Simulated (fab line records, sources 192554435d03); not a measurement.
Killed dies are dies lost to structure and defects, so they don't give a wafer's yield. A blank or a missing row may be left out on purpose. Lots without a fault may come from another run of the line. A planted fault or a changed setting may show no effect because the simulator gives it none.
Split-lot experiment | flow n5_finfet | 7 lots, 39 wafers read, on a route of 1938 steps

THE SPLIT
At N5_MOL_CONTACT_COAG_ETCH_47 (etches SiNx in CH3F/O2, stops on W, target depth 27 nm), the setting source_w was moved away from the recipe's 395 W on 15 of the 39 wafers read, by -5.5% to +19.0%. The other wafers ran this setting at the recipe's value.

The reading is taken at the split's own step.

THE READING
rf_vpp_V, in V, at N5_MOL_CONTACT_COAG_ETCH_47 (etches SiNx in CH3F/O2, stops on W, target depth 27 nm). Fault-free wafers of this fab line usually give 296 V, standard deviation 5.4 V.

wafer  | tool, chamber at the split | source_w as run, W | against the recipe | rf_vpp_V, V | against lot-mates on the recipe
L074.2 | rie_diel-05, 0             | 395                | recipe             | 296         | -
L074.4 | rie_diel-05, 3             | 395                | recipe             | 298         | -
L074.6 | rie_diel-05, 1             | 395                | recipe             | 295         | -
L075.1 | rie_diel-05, 2             | 453.5              | +14.8%             | 279         | -17
L075.2 | rie_diel-05, 0             | 453.5              | +14.8%             | 278         | -18
L075.3 | rie_diel-05, 1             | 395                | recipe             | 296         | -
L075.4 | rie_diel-05, 1             | 395                | recipe             | 296         | -
L075.5 | rie_diel-05, 2             | 453.5              | +14.8%             | 279         | -17
L075.6 | rie_diel-05, 0             | 395                | recipe             | 296         | -
L080.1 | rie_diel-01, 3             | 395                | recipe             | 290         | -
L080.2 | rie_diel-01, 0             | 395                | recipe             | 296         | -
L080.3 | rie_diel-01, 1             | 421.2              | +6.6%              | 293         | -4
L080.4 | rie_diel-01, 0             | 421.2              | +6.6%              | 286         | -11
L080.5 | rie_diel-01, 3             | 421.2              | +6.6%              | 280         | -17
L080.6 | rie_diel-01, 1             | 395                | recipe             | 304         | -
L086.1 | rie_diel-03, 3             | 395                | recipe             | 293         | -
L086.2 | rie_diel-03, 2             | 470.2              | +19.0%             | 265         | -31
L086.3 | rie_diel-03, 0             | 395                | recipe             | 304         | -
L086.4 | rie_diel-03, 1             | 470.2              | +19.0%             | 276         | -20
L086.5 | rie_diel-03, 2             | 470.2              | +19.0%             | 264         | -32
L086.6 | rie_diel-03, 3             | 395                | recipe             | 291         | -
L089.1 | rie_diel-03, 2             | 373.1              | -5.5%              | 297         | +4
L089.2 | rie_diel-03, 1             | 373.1              | -5.5%              | 307         | +14
L089.3 | rie_diel-03, 0             | 373.1              | -5.5%              | 312         | +19
L089.4 | rie_diel-03, 3             | 395                | recipe             | 292         | -
L089.5 | rie_diel-03, 1             | 395                | recipe             | 300         | -
L089.6 | rie_diel-03, 2             | 395                | recipe             | 288         | -
L091.1 | rie_diel-01, 2             | 395                | recipe             | 302         | -
L091.2 | rie_diel-01, 3             | 395                | recipe             | 293         | -
L091.3 | rie_diel-01, 0             | 395                | recipe             | 296         | -
L091.4 | rie_diel-01, 2             | 395                | recipe             | 301         | -
L091.5 | rie_diel-01, 3             | 395                | recipe             | 294         | -
L091.6 | rie_diel-01, 0             | 395                | recipe             | 296         | -
L092.1 | rie_diel-01, 3             | 395                | recipe             | 293         | -
L092.2 | rie_diel-01, 0             | 429.4              | +8.7%              | 285         | -14
L092.3 | rie_diel-01, 2             | 395                | recipe             | 302         | -
L092.4 | rie_diel-01, 1             | 395                | recipe             | 302         | -
L092.5 | rie_diel-01, 3             | 429.4              | +8.7%              | 283         | -16
L092.6 | rie_diel-01, 0             | 429.4              | +8.7%              | 284         | -15

THE FIT
A straight line over all 39 wafers: rf_vpp_V changes by -1.4 V for each +1% of source_w; r = -0.90; the points scatter about the line by 4.6 V.
The same after taking each lot's own level away (the mean of its wafers on the recipe; 39 wafers): -1.46 V for each +1%; r = -0.91; scatter 4.7 V.
On that fit, the largest move of source_w shifts the reading by 28 V.
The lots' own levels span 293.3 to 299.0 V, that is 1.0 times the standard deviation above.
So the lot-to-lot level changes the slope little: the two slopes agree.
Check: with one of the wafers moved furthest among these (+19.0%) left out of the fit, the line predicts -26.6 V for it against its lot-mates. It came out at -31 V against them.
Tool readings at the split's step, against how far the setting was moved: rf_vpp_V r = -0.90.

OTHER SPLITS ON THESE WAFERS
These wafers also went through other splits before the reading. Each is held against what the fit with the lots' levels taken away leaves over:
other split on the same wafers | wafers away from the commonest value | r with rf_vpp_V (lot level and that fit taken away)
N5_FIN_CUT_ETCH_21 bias_w      | 18                                   | -0.01
N5_FIN_CUT_CUT_ETCH_26 time_s  | 15                                   | -0.32
N5_DUMMY_GATE_ETCH_37 source_w | 6                                    | -0.13

THE FILE'S OWN FIT
rf_vpp_V changes by -1.41 V for each +1% of source_w, r = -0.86.
